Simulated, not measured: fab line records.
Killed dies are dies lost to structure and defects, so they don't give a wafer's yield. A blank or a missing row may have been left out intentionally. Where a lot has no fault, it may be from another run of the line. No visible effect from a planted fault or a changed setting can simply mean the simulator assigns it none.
Struck lot and sound lot, side by side    flow n5-finfet    15 steps out of a route of 1938
Sound: these wafers, L422.2, L422.3, L422.4. Struck: wafers L417.4, L417.6 (left out: L417.2, a lot-mate that was not struck); the cause follows at the end.
Each step with rows lists, per side, the tool, then ch with its chambers, then its first start. Under that, the readings that differ: sound wafers    struck wafers    difference of the means    sigmas: that difference in standard deviations of wafers without a fault.
alike: words and numbers the same on both sides, and readings whose means are apart by under 2 such deviations; not compared: readings that were withheld, readings missing a value for some wafer, numbers with overlapping values and no deviation given by the record, and bounds like >300 which may hide the same value.
The two part at a step that has a row with sigmas, a row that says differs or no value, or rows on one side only. Non-overlapping numbers with no deviation appear without sigmas and do not part them. A reading that every wafer of one side lacks parts them only if that side has two wafers or more.

N5_BEOL_M1_ANNEAL_87: time 240 s.
  sound on pvd-sputter-01, day 11 11:46; struck on pvd-sputter-02, day 10 03:29
reading             sound        struck   difference  sigmas
heater-power-w (W)  831 707 838  937 951  +152        +2
then, 1 step without rows for these wafers: N5_BEOL_M1_SPUTTER_88 (material Cu, target thk 4.5 nm, time 8.29 s).
N5_BEOL_M1_ANNEAL_89: time 240 s.
  sound on pvd-sputter-01, day 11 11:59; struck on pvd-sputter-02, day 10 03:43
  alike: heater-power-w
N5_BEOL_M1_SPUTTER_90: material Cu, target thk 4.5 nm, time 8.29 s.
  sound on pvd-sputter-01, day 11 12:07; struck on pvd-sputter-02, day 10 03:51
  alike: throttle-valve-pct
then, 3 steps without rows for these wafers: N5_BEOL_M1_ANNEAL_91 (time 240 s); N5_BEOL_M1_SPUTTER_92 (material Cu, target thk 4.5 nm, time 8.29 s); N5_BEOL_M1_ANNEAL_93 (time 240 s).
N5_BEOL_M1_SPUTTER_94: material Cu, target thk 4.5 nm, time 8.29 s.
  sound on pvd-sputter-01, day 11 12:34; struck on pvd-sputter-02, day 10 04:17
  alike: throttle-valve-pct
N5_BEOL_M1_ANNEAL_95: time 240 s.
  sound on pvd-sputter-01, day 11 12:38; struck on pvd-sputter-02, day 10 04:22
reading             sound        struck   difference  sigmas
heater-power-w (W)  830 708 835  967 935  +160        +2
then, 3 steps without rows for these wafers: N5_BEOL_M1_SPUTTER_96 (material Cu, target thk 4.5 nm, time 8.29 s); N5_BEOL_M1_ECD_50 (material Cu, target thk 300 nm); N5_BEOL_M1_ANNEAL_51 (time 90 s).
N5_BEOL_M1_CMP_52: polishes, stops on SiOC, t overpolish 6.8 s, target thk 40 nm.
  sound on cmp-04 ch 1,2,3, day 11 13:17; struck on cmp-03 ch 2, day 10 05:15
reading                       sound                 struck         difference  sigmas
barrier-field-endpoint-s (s)  24.9 25.2 24.9        28.0 28.5      +3.2        +6
head-pressure-psi (psi)       1.0001 0.9960 0.9974  0.9010 0.9006  -0.0970     -46
  alike: edge-zone-pressure-frac, motor-current-A, overpolish-run-s, time-to-endpoint-s
N5_BEOL_M4_RC_MEAS_101:
  sound on prober-01 ch 0, day 13 05:08; struck on prober-02 ch 0, day 11 16:10
reading         sound           struck     difference  sigmas
DIBL_N (mV/V)   35.8 41.6 41.4  37.5 33.6  -4.1        -2
DIBL_P (mV/V)   37.2 43.4 43.6  39.0 33.8  -5.0        -2
IOFF_N (nA/um)  0.17 0.33 0.31  0.18 0.12  -0.12       -3
IOFF_P (nA/um)  0.22 0.37 0.36  0.24 0.17  -0.11       -3
SS_P (mV/dec)   73.3 75.0 75.4  73.2 72.1  -1.9        -3
VT_N (mV)       246 240 241     249 252    +8          +2
  alike: ION_N, ION_P, SS_N, VT_P
-- a jump in the record: the struck wafers' starts before and after are 4 days apart (it breaks off in module BEOL_M4 and resumes in module PASSIVATION, where the first step shown is number 1936 of the route) --
N5_PASSIVATION_PROBE_49:
  the record has rows for the struck wafers here (prober-02, day 15 19:43) and none for the sound ones

WHERE THEY PART
Earliest at N5_BEOL_M1_ANNEAL_87; latest, in this record, at N5_PASSIVATION_PROBE_49.

WHY: what the simulator had put in
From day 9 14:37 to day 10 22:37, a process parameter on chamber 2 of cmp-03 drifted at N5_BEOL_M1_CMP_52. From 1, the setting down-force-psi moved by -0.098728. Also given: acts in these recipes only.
